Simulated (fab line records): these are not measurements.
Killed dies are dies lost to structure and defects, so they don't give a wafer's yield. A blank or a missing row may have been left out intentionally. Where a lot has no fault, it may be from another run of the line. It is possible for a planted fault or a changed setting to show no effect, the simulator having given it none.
fab line records :: flow nand-harc
[record]
  lots = 7
  wafers = 21
  last-day = 24
route steps=1159 shown P_ZERO_WELL@20 END@1159
lots that met no fault: taken from a fault-free run of the same line
start-h: hours from the record's opening day to when the first of the lot's shown wafers began :: wait-h: hours from the lot's prior step to this one :: " identical to the entry in the row above :: L1.1+2: several wafers, shown together as one row :: - either no value or no given start :: * or withheld: withheld :: < > ~ a bound
route shown NAME@n: NAME is a module with steps in the file, n the number in the route of the first one :: usual: average and standard deviation across the fault-free wafers :: same: alike in all rows :: chamber/n: place in a boat :: sites: per-site readings :: _std_site: standard deviation across them :: _edge_site: inner sites' mean taken away from outer sites' mean :: radius-mm: how far each site lies from the wafer's centre :: mask NAME#n: copy n :: behind: the most recent tool/chamber to have shaped the wafer :: hold: the reason the lot was held/the length of the hold in hours/how it ended :: device: names the non-switching transistor (n, p or np) :: end of line: the tests these same wafers got at the end of their route :: a step without rows: its recipe alone :: killed: count of dies lost to structure and defects at first sort (not the wafer's yield) :: map: shows each die of a wafer: x if killed, . if not, _ if none is there
set.NAME: the run value of the setting; set.NAME@STEP: its run value at that earlier step :: model.NAME: the simulator's own value behind a step, which no gauge read
a table for each step, a row for each wafer; lots at some steps of the route
services: the hour from which a tool's chamber was out of use, counted from the record's first day as start-h (under 0 if before that day), plus the number of hours and why
[[steps]]
[step NHARC_P_ZERO_WELL_STRIP_15]
[recipe]
  time-s = 900
  temp-c = 130
  chemistry = SPM
[step NHARC_P_ZERO_WELL_DEHYDRATE_16]
[recipe]
  temp-c = 150
  time-s = 120
[step NHARC_P_ZERO_WELL_HMDS_17]
[recipe]
  time-s = 30
[step NHARC_P_ZERO_WELL_COAT_18]
[recipe]
  spin-rpm = withheld
[step NHARC_P_ZERO_WELL_SOFTBAKE_19]
[recipe]
  temp-c = 122
  time-s = 95
[step NHARC_P_ZERO_WELL_EBR_20]
[step NHARC_P_ZERO_WELL_EXPOSE_21]
[recipe]
  na = 0.6
  target-cd-nm = 720
  dose-mj = 22.31
  mask-id = P_NWELL
[step NHARC_P_ZERO_WELL_PEB_22]
[recipe]
  peb-temp-c = 118
  peb-time-s = 85
[step NHARC_P_ZERO_WELL_DEVELOP_23]
[recipe]
  time-s = 70
[step NHARC_P_ZERO_WELL_CD_MEAS_24]
[recipe]
  target-cd-nm = 720
  landing-energy-ev = 500
[usual]
  cd-nm = 720.9/1.9
[same]
  landing-energy-ev = 500
lot.wafer: L338.2
tool: cd-sem-03
chamber: 0
start-h: 14.62
wait-h: -
cd-nm: 720.1

lot.wafer: L338.5
tool: cd-sem-03
chamber: 0
start-h: 14.62
wait-h: -
cd-nm: 719.7

lot.wafer: L338.6
tool: cd-sem-03
chamber: 0
start-h: 14.62
wait-h: -
cd-nm: 719.6

lot.wafer: L343.2
tool: cd-sem-02
chamber: 0
start-h: 44.58
wait-h: -
cd-nm: 718.5

lot.wafer: L343.4
tool: cd-sem-02
chamber: 0
start-h: 44.58
wait-h: -
cd-nm: 722.2

lot.wafer: L343.6
tool: cd-sem-02
chamber: 0
start-h: 44.58
wait-h: -
cd-nm: 717.5

lot.wafer: L346.1
tool: cd-sem-03
chamber: 0
start-h: 62.62
wait-h: -
cd-nm: 720.3

lot.wafer: L346.3
tool: cd-sem-03
chamber: 0
start-h: 62.62
wait-h: -
cd-nm: 717.6

lot.wafer: L346.4
tool: cd-sem-03
chamber: 0
start-h: 62.62
wait-h: -
cd-nm: 718.8

lot.wafer: L348.2
tool: cd-sem-02
chamber: 0
start-h: 74.48
wait-h: -
cd-nm: 722.6

lot.wafer: L348.4
tool: cd-sem-02
chamber: 0
start-h: 74.48
wait-h: -
cd-nm: 720.9

lot.wafer: L348.5
tool: cd-sem-02
chamber: 0
start-h: 74.48
wait-h: -
cd-nm: 720.3

lot.wafer: L351.1
tool: cd-sem-03
chamber: 0
start-h: 92.60
wait-h: -
cd-nm: 722.2

lot.wafer: L351.3
tool: cd-sem-03
chamber: 0
start-h: 92.60
wait-h: -
cd-nm: 720.3

lot.wafer: L351.6
tool: cd-sem-03
chamber: 0
start-h: 92.60
wait-h: -
cd-nm: 720.7

lot.wafer: L357.2
tool: cd-sem-01
chamber: 0
start-h: 128.58
wait-h: -
cd-nm: 722.9

lot.wafer: L357.4
tool: cd-sem-01
chamber: 0
start-h: 128.58
wait-h: -
cd-nm: 721.2

lot.wafer: L357.6
tool: cd-sem-01
chamber: 0
start-h: 128.58
wait-h: -
cd-nm: 721.4

lot.wafer: L359.3
tool: cd-sem-02
chamber: 0
start-h: 140.78
wait-h: -
cd-nm: 721.3

lot.wafer: L359.4
tool: cd-sem-02
chamber: 0
start-h: 140.78
wait-h: -
cd-nm: 720.2

lot.wafer: L359.5
tool: cd-sem-02
chamber: 0
start-h: 140.78
wait-h: -
cd-nm: 722.3
[step NHARC_P_ZERO_WELL_HARDBAKE_25]
[recipe]
  temp-c = 125
  time-s = 80
[step NHARC_P_ZERO_WELL_DESCUM_26]
[recipe]
  time-s = 3
  o2-flow-sccm = 200
  ar-flow-sccm = 0
  bias-power-w = 0
  chemistry = O2
[usual]
  drypump-motor-current-A = 5.9/0.38
  oes-product-au = 0.998/0.0093
  rf-vpp-V = 58.1/0.88
  showerhead-plenum-p-Torr = 1.96/0.056
  throttle-valve-pct = 11.310/0.01
lot.wafer: L338.2
tool: rie-diel-07
chamber: 3
start-h: 14.78
wait-h: -
drypump-motor-current-A: 6.4
oes-product-au: 1.007
rf-hours-counter-h: 9.2
rf-vpp-V: 57.1
showerhead-plenum-p-Torr: 1.92
throttle-valve-pct: 11.315

lot.wafer: L338.5
tool: rie-diel-07
chamber: 3
start-h: 14.78
wait-h: -
drypump-motor-current-A: 6.3
oes-product-au: 1.002
rf-hours-counter-h: -
rf-vpp-V: 57.6
showerhead-plenum-p-Torr: 1.92
throttle-valve-pct: 11.308

lot.wafer: L338.6
tool: rie-diel-07
chamber: 0
start-h: 14.78
wait-h: -
drypump-motor-current-A: 5.4
oes-product-au: 0.988
rf-hours-counter-h: -
rf-vpp-V: 59.2
showerhead-plenum-p-Torr: 1.95
throttle-valve-pct: 11.312

lot.wafer: L343.2
tool: rie-diel-07
chamber: 1
start-h: 44.75
wait-h: -
drypump-motor-current-A: 5.2
oes-product-au: 0.981
rf-hours-counter-h: 11.0
rf-vpp-V: 56.8
showerhead-plenum-p-Torr: 2.05
throttle-valve-pct: 11.313

lot.wafer: L343.4
tool: rie-diel-07
chamber: 2
start-h: 44.75
wait-h: -
drypump-motor-current-A: 5.6
oes-product-au: 0.998
rf-hours-counter-h: 11.6
rf-vpp-V: 57.5
showerhead-plenum-p-Torr: 1.96
throttle-valve-pct: 11.315

lot.wafer: L343.6
tool: rie-diel-07
chamber: 1
start-h: 44.75
wait-h: -
drypump-motor-current-A: 5.2
oes-product-au: 0.991
rf-hours-counter-h: -
rf-vpp-V: 57.1
showerhead-plenum-p-Torr: 2.06
throttle-valve-pct: 11.315

lot.wafer: L346.1
tool: rie-diel-01
chamber: 3
start-h: 62.80
wait-h: -
drypump-motor-current-A: 5.6
oes-product-au: 1.007
rf-hours-counter-h: 7.6
rf-vpp-V: 58.0
showerhead-plenum-p-Torr: 1.95
throttle-valve-pct: 11.328

lot.wafer: L346.3
tool: rie-diel-01
chamber: 0
start-h: 62.80
wait-h: -
drypump-motor-current-A: 6.1
oes-product-au: 0.987
rf-hours-counter-h: 6.9
rf-vpp-V: 57.0
showerhead-plenum-p-Torr: 1.81
throttle-valve-pct: 11.314

lot.wafer: L346.4
tool: rie-diel-01
chamber: 1
start-h: 62.80
wait-h: -
drypump-motor-current-A: 6.1
oes-product-au: 1.002
rf-hours-counter-h: 5.2
rf-vpp-V: 59.2
showerhead-plenum-p-Torr: 2.04
throttle-valve-pct: 11.296

lot.wafer: L348.4
tool: rie-diel-11
chamber: 1
start-h: 74.66
wait-h: -
drypump-motor-current-A: 6.1
oes-product-au: 0.994
rf-hours-counter-h: 3.6
rf-vpp-V: 57.9
showerhead-plenum-p-Torr: 1.94
throttle-valve-pct: 11.316

lot.wafer: L348.2
tool: rie-diel-11
chamber: 2
start-h: 74.66
wait-h: -
drypump-motor-current-A: 6.6
oes-product-au: 1.010
rf-hours-counter-h: 3.1
rf-vpp-V: 57.9
showerhead-plenum-p-Torr: 1.91
throttle-valve-pct: 11.312

lot.wafer: L348.5
tool: rie-diel-11
chamber: 0
start-h: 74.66
wait-h: -
drypump-motor-current-A: 6.0
oes-product-au: 0.995
rf-hours-counter-h: -
rf-vpp-V: 57.2
showerhead-plenum-p-Torr: 1.98
throttle-valve-pct: 11.297

lot.wafer: L351.1
tool: rie-diel-01
chamber: 1
start-h: 92.76
wait-h: -
drypump-motor-current-A: 6.1
oes-product-au: 1.009
rf-hours-counter-h: 8.1
rf-vpp-V: 57.7
showerhead-plenum-p-Torr: 2.04
throttle-valve-pct: 11.302

lot.wafer: L351.3
tool: rie-diel-01
chamber: 3
start-h: 92.76
wait-h: -
drypump-motor-current-A: 5.6
oes-product-au: 1.005
rf-hours-counter-h: 9.4
rf-vpp-V: 60.0
showerhead-plenum-p-Torr: 1.95
throttle-valve-pct: 11.309

lot.wafer: L351.6
tool: rie-diel-01
chamber: 1
start-h: 92.76
wait-h: -
drypump-motor-current-A: 6.1
oes-product-au: 1.014
rf-hours-counter-h: -
rf-vpp-V: 57.1
showerhead-plenum-p-Torr: 2.04
throttle-valve-pct: 11.326

lot.wafer: L357.2
tool: rie-diel-11
chamber: 2
start-h: 128.75
wait-h: -
drypump-motor-current-A: 6.5
oes-product-au: 0.999
rf-hours-counter-h: 6.7
rf-vpp-V: 57.5
showerhead-plenum-p-Torr: 1.91
throttle-valve-pct: 11.317

lot.wafer: L357.4
tool: rie-diel-11
chamber: 0
start-h: 128.75
wait-h: -
drypump-motor-current-A: 6.0
oes-product-au: 0.993
rf-hours-counter-h: 8.4
rf-vpp-V: 58.9
showerhead-plenum-p-Torr: 1.98
throttle-valve-pct: 11.326

lot.wafer: L357.6
tool: rie-diel-11
chamber: 1
start-h: 128.75
wait-h: -
drypump-motor-current-A: 6.1
oes-product-au: 0.995
rf-hours-counter-h: -
rf-vpp-V: 57.4
showerhead-plenum-p-Torr: 1.94
throttle-valve-pct: 11.301

lot.wafer: L359.3
tool: rie-diel-07
chamber: 1
start-h: 140.94
wait-h: -
drypump-motor-current-A: 5.2
oes-product-au: 1.010
rf-hours-counter-h: 6.5
rf-vpp-V: 58.6
showerhead-plenum-p-Torr: 2.05
throttle-valve-pct: 11.311

lot.wafer: L359.4
tool: rie-diel-07
chamber: 3
start-h: 140.94
wait-h: -
drypump-motor-current-A: 6.3
oes-product-au: 1.013
rf-hours-counter-h: 7.0
rf-vpp-V: 57.6
showerhead-plenum-p-Torr: 1.92
throttle-valve-pct: 11.316

lot.wafer: L359.5
tool: rie-diel-07
chamber: 1
start-h: 140.94
wait-h: -
drypump-motor-current-A: 5.2
oes-product-au: 1.005
rf-hours-counter-h: -
rf-vpp-V: 57.5
showerhead-plenum-p-Torr: 2.05
throttle-valve-pct: 11.308
[step NHARC_P_ZERO_WELL_IMPLANT_27]
[recipe]
  energy-kev = 600
  dose-cm2 = 1e+13
  tilt-deg = 7
[usual]
  dose-ions-cm2 = 1.0001e+13/1.2e+10
lot.wafer: L338.2
tool: implanter-02
chamber: 0
start-h: 14.96
wait-h: 0.2
dose-ions-cm2: 1.0008e+13

lot.wafer: L338.5
tool: implanter-02
chamber: 0
start-h: 14.96
wait-h: 0.2
dose-ions-cm2: 1.0008e+13

lot.wafer: L338.6
tool: implanter-02
chamber: 0
start-h: 14.96
wait-h: 0.2
dose-ions-cm2: 1.0018e+13

lot.wafer: L343.2
tool: implanter-01
chamber: 0
start-h: 44.93
wait-h: 0.2
dose-ions-cm2: 1.0006e+13

lot.wafer: L343.4
tool: implanter-01
chamber: 0
start-h: 44.93
wait-h: 0.2
dose-ions-cm2: 1.0002e+13

lot.wafer: L343.6
tool: implanter-01
chamber: 0
start-h: 44.93
wait-h: 0.2
dose-ions-cm2: 9.992e+12

lot.wafer: L343.2
tool: implanter-01
chamber: 0
start-h: 45.36
wait-h: 0.4
dose-ions-cm2: 9.976e+12

lot.wafer: L343.4
tool: implanter-01
chamber: 0
start-h: 45.36
wait-h: 0.4
dose-ions-cm2: 9.999e+12

lot.wafer: L343.6
tool: implanter-01
chamber: 0
start-h: 45.36
wait-h: 0.4
dose-ions-cm2: 9.989e+12

lot.wafer: L346.1
tool: implanter-02
chamber: 0
start-h: 62.93
wait-h: 0.1
dose-ions-cm2: 1.0008e+13

lot.wafer: L346.3
tool: implanter-02
chamber: 0
start-h: 62.93
wait-h: 0.1
dose-ions-cm2: 9.994e+12

lot.wafer: L346.4
tool: implanter-02
chamber: 0
start-h: 62.93
wait-h: 0.1
dose-ions-cm2: 9.994e+12

lot.wafer: L348.2
tool: implanter-01
chamber: 0
start-h: 74.82
wait-h: 0.1
dose-ions-cm2: 9.973e+12

lot.wafer: L348.4
tool: implanter-01
chamber: 0
start-h: 74.82
wait-h: 0.1
dose-ions-cm2: 9.993e+12

lot.wafer: L348.5
tool: implanter-01
chamber: 0
start-h: 74.82
wait-h: 0.1
dose-ions-cm2: 1.0003e+13

lot.wafer: L348.2
tool: implanter-01
chamber: 0
start-h: 75.23
wait-h: 0.4
dose-ions-cm2: 9.998e+12

lot.wafer: L348.4
tool: implanter-01
chamber: 0
start-h: 75.23
wait-h: 0.4
dose-ions-cm2: 1e+13

lot.wafer: L348.5
tool: implanter-01
chamber: 0
start-h: 75.23
wait-h: 0.4
dose-ions-cm2: 9.997e+12

lot.wafer: L351.1
tool: implanter-01
chamber: 0
start-h: 92.91
wait-h: 0.1
dose-ions-cm2: 9.994e+12

lot.wafer: L351.3
tool: implanter-01
chamber: 0
start-h: 92.91
wait-h: 0.1
dose-ions-cm2: 1.0004e+13

lot.wafer: L351.6
tool: implanter-01
chamber: 0
start-h: 92.91
wait-h: 0.1
dose-ions-cm2: 1.0004e+13

lot.wafer: L351.1
tool: implanter-01
chamber: 0
start-h: 93.33
wait-h: 0.4
dose-ions-cm2: 1.0011e+13

lot.wafer: L351.3
tool: implanter-01
chamber: 0
start-h: 93.33
wait-h: 0.4
dose-ions-cm2: 1e+13

lot.wafer: L351.6
tool: implanter-01
chamber: 0
start-h: 93.33
wait-h: 0.4
dose-ions-cm2: 9.993e+12

lot.wafer: L357.2
tool: implanter-01
chamber: 0
start-h: 128.92
wait-h: 0.2
dose-ions-cm2: 9.986e+12

lot.wafer: L357.4
tool: implanter-01
chamber: 0
start-h: 128.92
wait-h: 0.2
dose-ions-cm2: 9.976e+12

lot.wafer: L357.6
tool: implanter-01
chamber: 0
start-h: 128.92
wait-h: 0.2
dose-ions-cm2: 9.985e+12

lot.wafer: L359.3
tool: implanter-02
chamber: 0
start-h: 141.14
wait-h: 0.2
dose-ions-cm2: 9.984e+12

lot.wafer: L359.4
tool: implanter-02
chamber: 0
start-h: 141.14
wait-h: 0.2
dose-ions-cm2: 9.995e+12

lot.wafer: L359.5
tool: implanter-02
chamber: 0
start-h: 141.14
wait-h: 0.2
dose-ions-cm2: 9.993e+12
[step NHARC_P_ZERO_WELL_IMPLANT_57]
[recipe]
  energy-kev = 250
  dose-cm2 = 4e+12
  tilt-deg = 7
[step NHARC_END_SORT_01]
[recipe]
  temp-c = 25
[usual]
  killed-at-array = 29/11
  killed-at-other = 0.5/0.8
  killed-at-periphery = 3.5/2.8
  killed-dies = 33/12
  killed-open = 3.1/1.8
  killed-short = 1.8/1.4
[same]
  gross-dies = 677
lot.wafer: L346.1
tool: prober-02
chamber: 0
start-h: 502.06
wait-h: 2.5
killed-at-array: 30
killed-at-other: 0
killed-at-periphery: 19
killed-dies: 49
killed-open: 2
killed-short: 4

lot.wafer: L346.3
tool: prober-02
chamber: 0
start-h: 503.68
wait-h: 3.1
killed-at-array: 43
killed-at-other: 0
killed-at-periphery: 8
killed-dies: 51
killed-open: 2
killed-short: 0

lot.wafer: L346.4
tool: prober-02
chamber: 0
start-h: 504.49
wait-h: 3.4
killed-at-array: 35
killed-at-other: 0
killed-at-periphery: 7
killed-dies: 42
killed-open: 1
killed-short: 0

lot.wafer: L348.2
tool: prober-01
chamber: 0
start-h: 514.75
wait-h: 2.8
killed-at-array: 20
killed-at-other: 1
killed-at-periphery: 0
killed-dies: 21
killed-open: 1
killed-short: 0

lot.wafer: L348.4
tool: prober-01
chamber: 0
start-h: 516.38
wait-h: 3.4
killed-at-array: 27
killed-at-other: 0
killed-at-periphery: 2
killed-dies: 29
killed-open: 1
killed-short: 2

lot.wafer: L348.5
tool: prober-01
chamber: 0
start-h: 517.19
wait-h: 3.7
killed-at-array: 20
killed-at-other: 0
killed-at-periphery: 2
killed-dies: 22
killed-open: 5
killed-short: 2

lot.wafer: L351.1
tool: prober-02
chamber: 0
start-h: 520.58
wait-h: 2.5
killed-at-array: 42
killed-at-other: 0
killed-at-periphery: 1
killed-dies: 43
killed-open: 4
killed-short: 0

lot.wafer: L351.3
tool: prober-02
chamber: 0
start-h: 522.20
wait-h: 3.1
killed-at-array: 35
killed-at-other: 1
killed-at-periphery: 0
killed-dies: 36
killed-open: 1
killed-short: 3

lot.wafer: L351.6
tool: prober-02
chamber: 0
start-h: 524.63
wait-h: 4.1
killed-at-array: 34
killed-at-other: 1
killed-at-periphery: 2
killed-dies: 37
killed-open: 3
killed-short: 2

lot.wafer: L357.2
tool: prober-02
chamber: 0
start-h: 558.98
wait-h: 2.8
killed-at-array: 42
killed-at-other: 0
killed-at-periphery: 0
killed-dies: 42
killed-open: 4
killed-short: 2

lot.wafer: L357.4
tool: prober-02
chamber: 0
start-h: 560.56
wait-h: 3.3
killed-at-array: 48
killed-at-other: 1
killed-at-periphery: 0
killed-dies: 49
killed-open: 1
killed-short: 1

lot.wafer: L357.6
tool: prober-02
chamber: 0
start-h: 562.13
wait-h: 3.9
killed-at-array: 51
killed-at-other: 0
killed-at-periphery: 4
killed-dies: 55
killed-open: 5
killed-short: 2
// killed by level:class
L346.1 A_SLIT:chamber-film-flake=12 P_STI:chamber-film-flake=8 P_CONTACT:chamber-film-flake=7 A_CHANNEL_HOLE_D1:chamber-film-flake=7 P_ZERO_WELL:chamber-film-flake=4 A_CHANNEL_FILL_D1:geometric-particle:short=2 A_CONTACT:chamber-film-flake=2 A_M0:chamber-film-flake=2
L346.3 A_CHANNEL_HOLE_D1:chamber-film-flake=14 A_SLIT:chamber-film-flake=14 A_CONTACT:chamber-film-flake=4 A_WL_FILL:chamber-film-flake=4 P_ZERO_WELL:chamber-film-flake=3 P_CONTACT:chamber-film-flake=3 A_STAIRCASE:chamber-film-flake=3 A_M0:chamber-film-flake=3
L346.4 A_SLIT:chamber-film-flake=14 A_CHANNEL_HOLE_D1:chamber-film-flake=12 P_CONTACT:chamber-film-flake=3 P_ZERO_WELL:chamber-film-flake=2 P_STI:chamber-film-flake=2 A_CHANNEL_FILL_D1:chamber-film-flake=2 A_STAIRCASE:chamber-film-flake=2 A_CONTACT:chamber-film-flake=2
L348.2 A_CONTACT:chamber-film-flake=4 A_M1:chamber-film-flake=4 A_CHANNEL_FILL_D1:chamber-film-flake=3 A_M0:chamber-film-flake=3 A_CHANNEL_HOLE_D1:chamber-film-flake=2 A_STAIRCASE:chamber-film-flake=2 A_CONTACT:geometric-particle:open=1 A_WL_FILL:chamber-film-flake=1
L348.4 A_CHANNEL_HOLE_D1:chamber-film-flake=11 A_CONTACT:chamber-film-flake=6 A_M1:chamber-film-flake=4 A_STAIRCASE:chamber-film-flake=2 A_M0:chamber-film-flake=2 P_M0:geometric-particle:short=1 P_M2:geometric-particle:short=1 A_ONON_D1:geometric-particle:open=1
L348.5 A_CHANNEL_HOLE_D1:chamber-film-flake=6 A_CONTACT:chamber-film-flake=4 A_BLC:geometric-particle:open=2 A_STAIRCASE:chamber-film-flake=2 P_GATE:geometric-particle:open=1 P_M0:geometric-particle:short=1 A_CHANNEL_HOLE_D1:geometric-particle:short=1 A_SGD_CUT:geometric-particle:open=1
L351.1 A_CHANNEL_HOLE_D1:chamber-film-flake=18 A_SLIT:chamber-film-flake=15 A_STAIRCASE:chamber-film-flake=4 A_WL_FILL:geometric-particle:open=2 A_CHANNEL_FILL_D1:geometric-particle:open=1 A_CONTACT:geometric-particle:open=1 P_GATE:chamber-film-flake=1 A_CONTACT:chamber-film-flake=1
L351.3 A_CHANNEL_HOLE_D1:chamber-film-flake=17 A_SLIT:chamber-film-flake=10 A_STAIRCASE:chamber-film-flake=4 A_CONTACT:geometric-particle:open=1 A_CONTACT:geometric-particle:short=1 A_M1:geometric-particle:short=1 STARTING-WAFER:geometric-particle:short=1 A_WL_FILL:chamber-film-flake=1
L351.6 A_SLIT:chamber-film-flake=15 A_CHANNEL_HOLE_D1:chamber-film-flake=12 A_STAIRCASE:chamber-film-flake=2 P_M0:geometric-particle:open=1 A_ONON_D1:geometric-particle:short=1 A_WL_FILL:geometric-particle:short=1 A_CONTACT:geometric-particle:open=1 STARTING-WAFER:geometric-particle:open=1
L357.2 A_SLIT:chamber-film-flake=16 A_CHANNEL_HOLE_D1:chamber-film-flake=15 A_STAIRCASE:chamber-film-flake=5 A_ONON_D1:geometric-particle:open=2 A_CHANNEL_HOLE_D1:geometric-particle:short=1 A_CHANNEL_FILL_D1:geometric-particle:open=1 A_SGD_CUT:geometric-particle:short=1 A_CONTACT:geometric-particle:open=1
L357.4 A_CHANNEL_HOLE_D1:chamber-film-flake=22 A_SLIT:chamber-film-flake=16 A_STAIRCASE:chamber-film-flake=7 A_CHANNEL_FILL_D1:geometric-particle:open=1 A_CHANNEL_FILL_D1:geometric-particle:short=1 A_WL_FILL:chamber-film-flake=1 THIN_TSV:chamber-film-flake=1
L357.6 A_CHANNEL_HOLE_D1:chamber-film-flake=21 A_SLIT:chamber-film-flake=18 A_STAIRCASE:chamber-film-flake=4 P_STI:chamber-film-flake=3 A_CHANNEL_FILL_D1:geometric-particle:open=2 A_CONTACT:chamber-film-flake=2 P_M0:geometric-particle:short=1 A_ONON_D1:geometric-particle:short=1
[[services]]
tool: rie-diel-07
chamber: 0
start-h: 6.37
hours: -
kind: clean

tool: rie-diel-07
chamber: 1
start-h: 6.37
hours: -
kind: clean

tool: rie-diel-07
chamber: 2
start-h: 6.37
hours: -
kind: clean

tool: rie-diel-07
chamber: 3
start-h: 6.37
hours: -
kind: clean

tool: rie-diel-07
chamber: 1
start-h: 7.81
hours: 5.5
kind: repair

tool: rie-diel-01
chamber: 1
start-h: 15.14
hours: 1.9
kind: repair

tool: rie-diel-11
chamber: -
start-h: 16.55
hours: 9.0
kind: pm

tool: rie-diel-07
chamber: 0
start-h: 30.87
hours: -
kind: clean

tool: rie-diel-07
chamber: 1
start-h: 30.87
hours: -
kind: clean

tool: rie-diel-07
chamber: 2
start-h: 30.87
hours: -
kind: clean

tool: rie-diel-07
chamber: 3
start-h: 30.87
hours: -
kind: clean

tool: rie-diel-01
chamber: 1
start-h: 38.12
hours: 18.8
kind: repair

tool: rie-diel-07
chamber: -
start-h: 51.75
hours: 9.0
kind: pm

tool: rie-diel-07
chamber: 0
start-h: 51.75
hours: 9.0
kind: vent-cycle

tool: rie-diel-07
chamber: 1
start-h: 51.75
hours: 9.0
kind: vent-cycle

tool: rie-diel-07
chamber: 2
start-h: 51.75
hours: 9.0
kind: vent-cycle

tool: implanter-02
chamber: -
start-h: 61.06
hours: 1.1
kind: repair

tool: implanter-01
chamber: -
start-h: 61.94
hours: 1.9
kind: repair

tool: implanter-02
chamber: -
start-h: 79.31
hours: 2.2
kind: repair

tool: rie-diel-11
chamber: 2
start-h: 80.05
hours: 3.4
kind: repair

tool: implanter-02
chamber: -
start-h: 85.00
hours: 13.0
kind: pm

tool: rie-diel-11
chamber: 1
start-h: 92.54
hours: 1.8
kind: repair

tool: rie-diel-01
chamber: -
start-h: 137.80
hours: 9.0
kind: pm

tool: implanter-02
chamber: -
start-h: 138.62
hours: 0.9
kind: repair
[[key]]
[first-sign]
  step = NHARC_P_ZERO_WELL_IMPLANT_27
  reading = visit
  direction = added
effect none on later readings
met-at NHARC_P_ZERO_WELL_IMPLANT_27
struck-wafers L343.2,L343.4,L343.6,L348.2,L348.4,L348.5,L351.1,L351.3,L351.6
tester-left-out L343,L348,L351
[fault]
  kind = repeated-step-whole
  tool = implanter-01,implanter-02
  chamber = -
  onset-h = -
  steps = NHARC_P_ZERO_WELL_IMPLANT_27
  times = 1
  scope = struck-lots-only
// tester-left-out: of these lots the tester's yield and bins aren't shown, on N5 and GAA mostly nor the transistor test; their killed dies are dies lost to structure and defects alone, not to doping, threshold or leakage, so they don't give the yield
